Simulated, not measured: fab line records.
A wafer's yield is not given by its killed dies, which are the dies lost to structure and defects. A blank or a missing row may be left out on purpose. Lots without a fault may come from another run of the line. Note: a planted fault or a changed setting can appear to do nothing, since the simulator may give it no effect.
A struck lot beside a sound one + flow n5Finfet + 16 out of 1938 route steps
Sound: these wafers, L217.1, L217.3, L217.6. Struck: wafer L223.4; the same lot's L223.5 was not struck, so it is left out; see the end for the cause.
Order at every step that has rows: each side's tool, ch and its chambers, its first start. Under that, the readings that differ: sound wafers + struck wafers + difference of the means + sigmas: that difference in standard deviations of wafers without a fault.
alike: words and numbers the same on both sides, and readings whose means are apart by under 2 such deviations; not compared: readings that were withheld, readings missing a value for some wafer, numbers with overlapping values and no deviation given by the record, and bounds like >300 which may hide the same value.
The two part at a step that has a row with sigmas, a row that says differs or no value, or rows on one side only. Numbers that have no deviation but don't overlap get no sigmas and don't part them. A reading that every wafer of one side lacks parts them only if that side has two wafers or more.

first, 7 steps without rows for these wafers: N5_BEOL_M4_COAT_76 (time 60 s, resist thk 5 nm); N5_BEOL_M4_COAT_22 (resist thk 30 nm); N5_BEOL_M4_EBR_24; N5_BEOL_M4_SOFTBAKE_23 (time 60 s); N5_BEOL_M4_EXPOSE_25 (exposes mask V3, defocus 5 nm); N5_BEOL_M4_PEB_26 (peb time 60 s); N5_BEOL_M4_DEVELOP_27 (develop time 30 s).
N5_BEOL_M4_CD_MEAS_28: target cd 26.2 nm, target cd y 24.1 nm.
  sound on cdSem-03 ch 0, day 11 19:32; struck on cdSem-01 ch 0, day 13 00:23
  alike: cdNm
N5_BEOL_M4_OVL_MEAS_29:
  sound on overlay-02 ch 0, day 11 19:34; struck on overlay-01 ch 0, day 13 00:26
  alike: V3_OVL
N5_BEOL_M4_INSPECT_30: inspects for defects (brightfield).
  sound on defectInspect-01 at day 11 19:37; struck on defectInspect-02 at day 13 00:29
  alike: rawDefectCount
N5_BEOL_M4_DESCUM_33: chemistry O2, time 7 s.
  sound on rieDiel-04 ch 1,2, day 11 19:47; struck on rieDiel-04 ch 1, day 13 00:32
  alike: drypumpMotorCurrentA, oesProductAu, rfVppV, showerheadPlenumPTorr, throttleValvePct
  not compared: rfHoursCounterH
N5_BEOL_M4_ETCH_77: etches underlayer in N2/H2, target depth 6.5 nm, time 5.2 s.
  sound on rieDiel-04 ch 1,2, day 11 19:50; struck on rieDiel-04 ch 1, day 13 00:33
  alike: drypumpMotorCurrentA, etchRfOnTimeS, oesProductAu, rfVppV, showerheadPlenumPTorr, throttleValvePct
  not compared: rfHoursCounterH
N5_BEOL_M4_ETCH_69: etches SiARC in CF4, target depth 15.6 nm, time 26 s.
  sound on rieDiel-04 ch 1,2, day 11 19:51; struck on rieDiel-04 ch 1, day 13 00:35
| reading           | sound          | struck | difference | sigmas |
|-------------------|----------------|--------|------------|--------|
| etchRfOnTimeS (s) | 26.9 26.3 26.3 | 39.7   | +13.2      | +39    |
  alike: drypumpMotorCurrentA, oesProductAu, rfVppV, showerheadPlenumPTorr, throttleValvePct
  not compared: rfHoursCounterH
N5_BEOL_M4_ALD_98: deposits SiO2, target thk 2.5 nm, pulse time 1 s, co reactant pulse time 1 s.
  sound on aldSin-01 ch 0,1,3, day 11 19:56; struck on aldSin-01 ch 0, day 13 00:38
  alike: heaterPowerW, precursorPulseHeightRel
N5_BEOL_M4_RC_MEAS_101:
  sound on prober-01 ch 0, day 12 19:11; struck on prober-01 ch 0, day 14 05:28
| reading   | sound          | struck | difference | sigmas |
|-----------|----------------|--------|------------|--------|
| VT_P (mV) | -249 -250 -249 | -256   | -7         | -2     |
  alike: DIBL_N, DIBL_P, IOFF_N, IOFF_P, ION_N, ION_P, SS_N, SS_P, VT_N
-- a jump in the record: the struck wafers' starts before and after are 4 days apart (it breaks off in module BEOL_M4 and resumes in module PASSIVATION, where the first step shown is number 1936 of the route) --
N5_PASSIVATION_PROBE_49:
  sound on prober-02 at day 17 09:19; struck on prober-01 at day 18 11:26
  alike: defectLimitedYield, killed_at_M0_to_M3, killed_at_M4_up, killedAtContacts, killedAtFrontEnd, killedAtOther, killedDies, killedOpen, killedShort, sort_bin_5_function, sort_bin_6_memory, sortNPass, sortYieldPct

WHERE THEY PART
Earliest at N5_BEOL_M4_ETCH_69; latest, in this record, at N5_BEOL_M4_RC_MEAS_101. Later steps at which nothing parts them and some readings are alike: N5_PASSIVATION_PROBE_49.

WHY: the cause the simulator had injected
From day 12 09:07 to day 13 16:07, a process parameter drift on rieDiel-04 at N5_BEOL_M4_ETCH_69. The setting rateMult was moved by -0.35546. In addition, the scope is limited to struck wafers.
